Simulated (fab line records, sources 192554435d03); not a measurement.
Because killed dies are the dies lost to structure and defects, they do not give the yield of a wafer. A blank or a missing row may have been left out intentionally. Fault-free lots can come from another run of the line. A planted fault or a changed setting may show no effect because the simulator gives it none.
Lot-split experiment | flow n5Finfet | 7 lots, 21 wafers read, on a route of 1938 steps

ON THE SPLIT
At N5_BEOL_M1_EXPOSE_08 (exposes mask M1), the setting doseMj was moved away from the recipe's 33 on 7 of the 21 wafers read, by -6.2% to +6.2%. This setting was run at the recipe's value on the other wafers.

FROM THE SPLIT TO THE READING: what the file shows between them, 5 steps
- N5_BEOL_M1_PEB_09: peb time 60 s
- N5_BEOL_M1_DEVELOP_10: develop time 30 s
- N5_BEOL_M1_DESCUM_16: chemistry O2, time 7 s
- N5_BEOL_M1_ETCH_74: etches underlayer in N2/H2, target depth 6.5 nm, time 5.2 s
- N5_BEOL_M1_ETCH_63: etches SiARC in CF4, target depth 15.6 nm, time 26 s

THE READING
BEOL_M1.cdOffsetNm (the simulator's own value, which no gauge read), in nm, at N5_BEOL_M1_ETCH_64 (etches SOC in N2/H2, target depth 75 nm, overetch 15 nm, time 112.5 s). No usual value for it is given in the file. The 14 wafers here that ran the recipe average 0.0 nm, standard deviation 0.21 nm.

wafer  | tool, chamber at the split | doseMj as run | against the recipe | BEOL_M1.cdOffsetNm, nm | against lot-mates on the recipe
L077.1 | euvScanner-02, 0           | 33            | recipe             | 0                      | -
L077.5 | euvScanner-02, 0           | 33            | recipe             | 0                      | -
L077.6 | euvScanner-02, 0           | 33            | recipe             | 0.4                    | -
L084.2 | euvScanner-02, 0           | 31.81         | -3.6%              | -0.6                   | -0.6
L084.5 | euvScanner-02, 0           | 31.81         | -3.6%              | -0.6                   | -0.6
L084.6 | euvScanner-02, 0           | 33            | recipe             | 0                      | -
L086.2 | euvScanner-02, 0           | 33            | recipe             | 0                      | -
L086.5 | euvScanner-02, 0           | 33            | recipe             | 0                      | -
L086.6 | euvScanner-02, 0           | 33            | recipe             | -0.2                   | -
L087.1 | euvScanner-02, 0           | 33            | recipe             | -0.2                   | -
L087.3 | euvScanner-02, 0           | 33            | recipe             | 0.4                    | -
L087.4 | euvScanner-02, 0           | 33            | recipe             | 0                      | -
L090.1 | euvScanner-02, 0           | 35.05         | +6.2%              | 1                      | +0.9
L090.3 | euvScanner-02, 0           | 33            | recipe             | 0                      | -
L090.4 | euvScanner-02, 0           | 33            | recipe             | 0.2                    | -
L094.2 | euvScanner-01, 0           | 33            | recipe             | 0.2                    | -
L094.4 | euvScanner-01, 0           | 32.16         | -2.5%              | -0.2                   | -0.4
L094.5 | euvScanner-01, 0           | 32.16         | -2.5%              | -0.4                   | -0.6
L096.2 | euvScanner-02, 0           | 30.94         | -6.2%              | -1.4                   | -1.0
L096.5 | euvScanner-02, 0           | 30.94         | -6.2%              | -1.6                   | -1.2
L096.6 | euvScanner-02, 0           | 33            | recipe             | -0.4                   | -

THE FIT
A straight line over all 21 wafers: BEOL_M1.cdOffsetNm changes by +0.2 nm for each +1% of doseMj; r = +0.92; the points scatter about the line by 0.23 nm.
The same after taking each lot's own level away (the mean of its wafers on the recipe; 21 wafers): +0.166 nm for each +1%; r = +0.95; scatter 0.15 nm.
The reading moves by 1 nm for the largest change in doseMj, on that fit.
Measured against the standard deviation above, the lots' own levels, which go from -0.40 to 0.20 nm, span 2.8 times it.
Thus the slope moves with the lot-to-lot level: the two fits are different.
Check: with one of the wafers moved furthest among these (-6.2%) left out of the fit, the line predicts -1.08 nm for it against its lot-mates. Against them it came out at -1 nm.

THE WHOLE CHAIN: every reading that the file lists as answering this split, in the file's order
step               | what it does                                                          | reading                                                             | change (the file's fit)               | r (the file's)
N5_BEOL_M1_ETCH_74 | etches underlayer in N2/H2, target depth 6.5 nm, time 5.2 s           | BEOL_M1.cdOffsetNm (the simulator's own value, which no gauge read) | +0.175 nm for each +1% of the setting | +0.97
N5_BEOL_M1_ETCH_63 | etches SiARC in CF4, target depth 15.6 nm, time 26 s                  | BEOL_M1.cdOffsetNm (the simulator's own value, which no gauge read) | +0.183 nm for each +1% of the setting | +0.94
N5_BEOL_M1_ETCH_64 | etches SOC in N2/H2, target depth 75 nm, overetch 15 nm, time 112.5 s | BEOL_M1.cdOffsetNm (the simulator's own value, which no gauge read) | +0.164 nm for each +1% of the setting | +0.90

FILE'S OWN FIT
BEOL_M1.cdOffsetNm changes by +0.164 nm for each +1% of doseMj, r = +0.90.
